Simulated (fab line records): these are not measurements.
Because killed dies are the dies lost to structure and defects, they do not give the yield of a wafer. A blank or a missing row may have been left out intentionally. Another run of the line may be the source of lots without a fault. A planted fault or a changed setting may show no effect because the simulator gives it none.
Matching of chambers || flow nand_harc || NHARC_A_STAIRCASE_ETCH_253 on rie_diel-13 has 4 sister chambers
The step etches the open film in C4F8/O2, target depth 50 nm, time 20.2 s. 18 wafers are shown with their chamber, then 9 later ones without.

WAFERS PAIRED WITH THEIR CHAMBERS
{"wafer": "L076.1", "chamber": 1, "rf_vpp_V (V)": 894, "rf_fwd_power_W (W)": 587, "bias_w (W)": 1005.2}
{"wafer": "L076.4", "chamber": 0, "rf_vpp_V (V)": 896, "rf_fwd_power_W (W)": 591, "bias_w (W)": 1000.0}
{"wafer": "L076.5", "chamber": 1, "rf_vpp_V (V)": 892, "rf_fwd_power_W (W)": 587, "bias_w (W)": 1002.3}
{"wafer": "L077.3", "chamber": 3, "rf_vpp_V (V)": 897, "rf_fwd_power_W (W)": 586, "bias_w (W)": 1001.6}
{"wafer": "L077.5", "chamber": 2, "rf_vpp_V (V)": 900, "rf_fwd_power_W (W)": 592, "bias_w (W)": 1005.8}
{"wafer": "L077.6", "chamber": 1, "rf_vpp_V (V)": 893, "rf_fwd_power_W (W)": 588, "bias_w (W)": 1006.2}
{"wafer": "L079.1", "chamber": 1, "rf_vpp_V (V)": 893, "rf_fwd_power_W (W)": 585, "bias_w (W)": 999.9}
{"wafer": "L079.5", "chamber": 2, "rf_vpp_V (V)": 899, "rf_fwd_power_W (W)": 591, "bias_w (W)": 997.6}
{"wafer": "L079.6", "chamber": 1, "rf_vpp_V (V)": 892, "rf_fwd_power_W (W)": 584, "bias_w (W)": 1002.9}
{"wafer": "L081.1", "chamber": 0, "rf_vpp_V (V)": 898, "rf_fwd_power_W (W)": 592, "bias_w (W)": 999.6}
{"wafer": "L081.4", "chamber": 1, "rf_vpp_V (V)": 891, "rf_fwd_power_W (W)": 590, "bias_w (W)": 999.2}
{"wafer": "L081.6", "chamber": 3, "rf_vpp_V (V)": 897, "rf_fwd_power_W (W)": 588, "bias_w (W)": 998.7}
{"wafer": "L082.1", "chamber": 0, "rf_vpp_V (V)": 895, "rf_fwd_power_W (W)": 594, "bias_w (W)": 1002.4}
{"wafer": "L082.3", "chamber": 2, "rf_vpp_V (V)": 900, "rf_fwd_power_W (W)": 595, "bias_w (W)": 996.6}
{"wafer": "L082.4", "chamber": 3, "rf_vpp_V (V)": 898, "rf_fwd_power_W (W)": 588, "bias_w (W)": 1001.1}
{"wafer": "L086.2", "chamber": 2, "rf_vpp_V (V)": 898, "rf_fwd_power_W (W)": 592, "bias_w (W)": 996.7}
{"wafer": "L086.5", "chamber": 2, "rf_vpp_V (V)": 898, "rf_fwd_power_W (W)": 594, "bias_w (W)": 999.6}
{"wafer": "L086.6", "chamber": 1, "rf_vpp_V (V)": 893, "rf_fwd_power_W (W)": 586, "bias_w (W)": 1001.0}

SIGNATURES (means of the wafers above)
{"reading": "rf_vpp_V", "chamber 0": 896.33, "chamber 1": 892.57, "chamber 2": 899.00, "chamber 3": 897.33, "scatter within a chamber": 1.04}
{"reading": "rf_fwd_power_W", "chamber 0": 592.33, "chamber 1": 586.71, "chamber 2": 592.80, "chamber 3": 587.33, "scatter within a chamber": 1.72}
{"reading": "bias_w", "chamber 0": 1000.667, "chamber 1": 1002.386, "chamber 2": 999.260, "chamber 3": 1000.467, "scatter within a chamber": 2.8}
Rule: for a wafer and a chamber, the distance is found by dividing, reading by reading, the gap between the wafer's reading and the chamber's mean by the reading's scatter, squaring, summing and taking the root. If the next closest chamber is less than 2 further off than the closest, the wafer can't be placed; otherwise it belongs to the closest. How the scatter is found: for the shown wafers, subtract from each reading the mean of its chamber, square and add these, divide the total by (wafers less chambers), then take the root.

WAFERS WHOSE CHAMBER IS MISSING
{"wafer": "L087.2", "rf_vpp_V (V)": 897, "rf_fwd_power_W (W)": 587, "bias_w (W)": 996.9}
{"wafer": "L087.3", "rf_vpp_V (V)": 892, "rf_fwd_power_W (W)": 586, "bias_w (W)": 997.7}
{"wafer": "L087.6", "rf_vpp_V (V)": 898, "rf_fwd_power_W (W)": 591, "bias_w (W)": 995.2}
{"wafer": "L094.2", "rf_vpp_V (V)": 896, "rf_fwd_power_W (W)": 591, "bias_w (W)": 1002.0}
{"wafer": "L094.3", "rf_vpp_V (V)": 891, "rf_fwd_power_W (W)": 591, "bias_w (W)": 996.9}
{"wafer": "L094.4", "rf_vpp_V (V)": 900, "rf_fwd_power_W (W)": 587, "bias_w (W)": 1002.9}
{"wafer": "L096.4", "rf_vpp_V (V)": 896, "rf_fwd_power_W (W)": 594, "bias_w (W)": 1001.6}
{"wafer": "L096.5", "rf_vpp_V (V)": 898, "rf_fwd_power_W (W)": 593, "bias_w (W)": 994.0}
{"wafer": "L096.6", "rf_vpp_V (V)": 896, "rf_fwd_power_W (W)": 586, "bias_w (W)": 994.5}

WHICH CHAMBER EACH ONE RAN IN
{"wafer": "L087.2", "from the rows above": 3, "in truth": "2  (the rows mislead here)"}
{"wafer": "L087.3", "from the rows above": 1, "in truth": 1}
{"wafer": "L087.6", "from the rows above": "can't be placed: 2 or 0 or 3", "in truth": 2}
{"wafer": "L094.2", "from the rows above": "can't be placed: 0 or 3", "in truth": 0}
{"wafer": "L094.3", "from the rows above": "can't be placed: 1 or 0", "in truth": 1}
{"wafer": "L094.4", "from the rows above": "can't be placed: 3 or 2", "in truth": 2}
{"wafer": "L096.4", "from the rows above": 0, "in truth": 0}
{"wafer": "L096.5", "from the rows above": "can't be placed: 2 or 0 or 3", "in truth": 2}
{"wafer": "L096.6", "from the rows above": "can't be placed: 3 or 0 or 1", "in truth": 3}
2 of 9 placed correctly. These rows do not allow placing 6 (true chamber among the candidates in 6). 1 placed wrongly.
